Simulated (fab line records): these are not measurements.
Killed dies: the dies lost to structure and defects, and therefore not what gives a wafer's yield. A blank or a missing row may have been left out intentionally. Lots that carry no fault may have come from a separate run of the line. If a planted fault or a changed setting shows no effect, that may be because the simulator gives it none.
Split-lot experiment + flow n5Finfet + on a route of 1938 steps: 7 lots, 21 wafers read

## SPLIT DETAILS
At N5_BEOL_M10_EXPOSE_25 (exposes mask V9), the setting doseMj was moved away from the recipe's 85.5 on 8 of the 21 wafers read, by -7.3% to +6.3%. The other wafers ran this setting at the recipe's value.

## FROM THE SPLIT TO THE READING: what the file shows between them, 2 steps
- N5_BEOL_M10_PEB_26: peb time 60 s
- N5_BEOL_M10_DEVELOP_27: develop time 30 s

## THE READING
At N5_BEOL_M10_CD_MEAS_28: cdNm in nanometres, against a target cd of 70 nm. Fault-free wafers of this fab line usually give 69.5 nm, standard deviation 1 nm.

| wafer  | tool, chamber at the split | doseMj as run | against the recipe | cdNm, nm | against lot-mates on the recipe |
|--------|----------------------------|---------------|--------------------|----------|---------------------------------|
| L076.1 | arfiScanner-03, 0          | 85.5          | recipe             | 69.1     | -                               |
| L076.5 | arfiScanner-03, 0          | 85.5          | recipe             | 69.3     | -                               |
| L076.6 | arfiScanner-03, 0          | 85.5          | recipe             | 68.5     | -                               |
| L080.2 | arfiScanner-01, 0          | 90.92         | +6.3%              | 74.3     | +6.5                            |
| L080.4 | arfiScanner-01, 0          | 85.5          | recipe             | 67.8     | -                               |
| L080.5 | arfiScanner-01, 0          | 90.92         | +6.3%              | 75.8     | +8.0                            |
| L081.2 | arfiScanner-02, 0          | 85.5          | recipe             | 70.3     | -                               |
| L081.3 | arfiScanner-02, 0          | 82.58         | -3.4%              | 68.7     | -1.6                            |
| L081.4 | arfiScanner-02, 0          | 82.58         | -3.4%              | 68.5     | -1.8                            |
| L084.3 | arfiScanner-01, 0          | 79.23         | -7.3%              | 64.8     | -5.8                            |
| L084.5 | arfiScanner-01, 0          | 79.23         | -7.3%              | 62.2     | -8.4                            |
| L084.6 | arfiScanner-01, 0          | 85.5          | recipe             | 70.6     | -                               |
| L091.1 | arfiScanner-01, 0          | 85.5          | recipe             | 68.6     | -                               |
| L091.4 | arfiScanner-01, 0          | 85.5          | recipe             | 69.8     | -                               |
| L091.5 | arfiScanner-01, 0          | 85.5          | recipe             | 67.7     | -                               |
| L094.1 | arfiScanner-01, 0          | 81.36         | -4.8%              | 64.1     | -6.4                            |
| L094.2 | arfiScanner-01, 0          | 85.5          | recipe             | 70.5     | -                               |
| L094.5 | arfiScanner-01, 0          | 81.36         | -4.8%              | 67.9     | -2.6                            |
| L093.3 | arfiScanner-03, 0          | 85.5          | recipe             | 69.4     | -                               |
| L093.5 | arfiScanner-03, 0          | 85.5          | recipe             | 68.4     | -                               |
| L093.6 | arfiScanner-03, 0          | 85.5          | recipe             | 68.9     | -                               |

FIT RESULTS
A straight line over all 21 wafers: cdNm changes by +0.768 nm for each +1% of doseMj; r = +0.90; the points scatter about the line by 1.3 nm.
The same after taking each lot's own level away (the mean of its wafers on the recipe; 21 wafers): +0.995 nm for each +1%; r = +0.96; scatter 1 nm.
According to that fit, moving doseMj by its largest amount changes the reading by 7.3 nm.
Across the lots, their own levels run from 67.80 to 70.60 nm, a range of 2.8 times the standard deviation given above.
So the slope is not independent of the lot-to-lot level: the two fits are not the same.
Check: with one of the wafers moved furthest among these (-7.3%) left out of the fit, the line predicts -7.33 nm for it against its lot-mates. It came out at -5.8 nm against them.

## THE FILE'S OWN FIT
cdNm changes by +0.971 nm for each +1% of doseMj, r = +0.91.
